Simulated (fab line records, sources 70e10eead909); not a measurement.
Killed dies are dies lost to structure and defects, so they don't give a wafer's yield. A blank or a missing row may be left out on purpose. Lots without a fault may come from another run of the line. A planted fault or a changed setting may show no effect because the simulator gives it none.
Chamber matching | flow nand_harc | NHARC_A_STAIRCASE_TRIM_220 on rie_diel-04: 4 sister chambers
The step chemistry O2, time 211.2 s. 24 wafers are shown with their chamber, then 12 later ones without.

WAFERS WITH THEIR CHAMBER
wafer  | chamber | showerhead_plenum_p_Torr (Torr) | drypump_motor_current_A (A) | rf_vpp_V (V)
L077.2 | 1       | 3.29                            | 6.6                         | 57.5
L077.5 | 2       | 3.63                            | 6.3                         | 57.8
L077.6 | 3       | 3.74                            | 6.0                         | 58.8
L078.1 | 2       | 3.63                            | 6.2                         | 56.4
L078.4 | 0       | 3.40                            | 5.3                         | 58.4
L078.6 | 3       | 3.74                            | 6.0                         | 58.7
L079.1 | 2       | 3.62                            | 6.2                         | 58.3
L079.3 | 3       | 3.73                            | 6.0                         | 59.6
L079.5 | 2       | 3.62                            | 6.2                         | 58.7
L080.1 | 2       | 3.62                            | 6.2                         | 57.6
L080.2 | 1       | 3.28                            | 6.6                         | 57.2
L080.3 | 3       | 3.73                            | 6.0                         | 57.3
L081.1 | 2       | 3.62                            | 6.2                         | 59.6
L081.3 | 1       | 3.28                            | 6.6                         | 58.5
L081.6 | 0       | 3.39                            | 5.3                         | 57.3
L082.2 | 2       | 3.62                            | 6.2                         | 58.9
L082.4 | 0       | 3.39                            | 5.3                         | 57.7
L082.6 | 3       | 3.73                            | 6.0                         | 59.3
L083.2 | 1       | 3.28                            | 6.6                         | 57.6
L083.4 | 0       | 3.39                            | 5.3                         | 57.9
L083.5 | 1       | 3.28                            | 6.5                         | 57.7
L085.2 | 0       | 3.39                            | 5.3                         | 56.5
L085.3 | 2       | 3.61                            | 6.2                         | 57.1
L085.4 | 3       | 3.72                            | 6.0                         | 59.1

SIGNATURES (means of the wafers above)
reading                  | chamber 0 | chamber 1 | chamber 2 | chamber 3 | scatter within a chamber
showerhead_plenum_p_Torr | 3.3920    | 3.2820    | 3.6212    | 3.7317    | 0.00604
drypump_motor_current_A  | 5.300     | 6.580     | 6.213     | 6.000     | 0.0289
rf_vpp_V                 | 57.560    | 57.700    | 58.050    | 58.800    | 0.828
Rule: a wafer's distance from a chamber is the root of the sum, over the readings, of the square of ((its reading less the chamber's mean) divided by the reading's scatter). The wafer belongs to the nearest chamber; if the next one is less than 2 further off, it can't be placed. The scatter: the root of (the sum of the squares of (reading less its chamber's mean) over the shown wafers, divided by (wafers less chambers)).

WAFERS WITHOUT THEIR CHAMBER
wafer  | showerhead_plenum_p_Torr (Torr) | drypump_motor_current_A (A) | rf_vpp_V (V)
L089.1 | 3.61                            | 6.2                         | 57.0
L089.2 | 3.71                            | 6.0                         | 58.7
L089.5 | 3.71                            | 6.0                         | 57.6
L095.1 | 3.81                            | 6.6                         | 56.3
L095.4 | 3.70                            | 6.0                         | 59.0
L095.5 | 3.59                            | 6.2                         | 57.9
L097.3 | 3.80                            | 6.6                         | 57.7
L097.4 | 3.70                            | 6.0                         | 59.1
L097.6 | 3.80                            | 6.6                         | 56.9
L096.2 | 3.69                            | 6.0                         | 58.7
L096.3 | 3.59                            | 6.2                         | 58.9
L096.6 | 3.59                            | 6.2                         | 56.8

WHICH CHAMBER EACH WENT THROUGH
wafer  | from the rows above | in truth
L089.1 | 2                   | 2
L089.2 | 3                   | 3
L089.5 | 3                   | 3
L095.1 | 3                   | 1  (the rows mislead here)
L095.4 | 3                   | 3
L095.5 | 2                   | 2
L097.3 | 3                   | 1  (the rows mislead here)
L097.4 | 3                   | 3
L097.6 | 3                   | 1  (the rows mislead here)
L096.2 | 3                   | 3
L096.3 | 2                   | 2
L096.6 | 2                   | 2
Placed correctly: 9 of 12. Can't be placed from these rows: 0. Placed wrongly: 3.
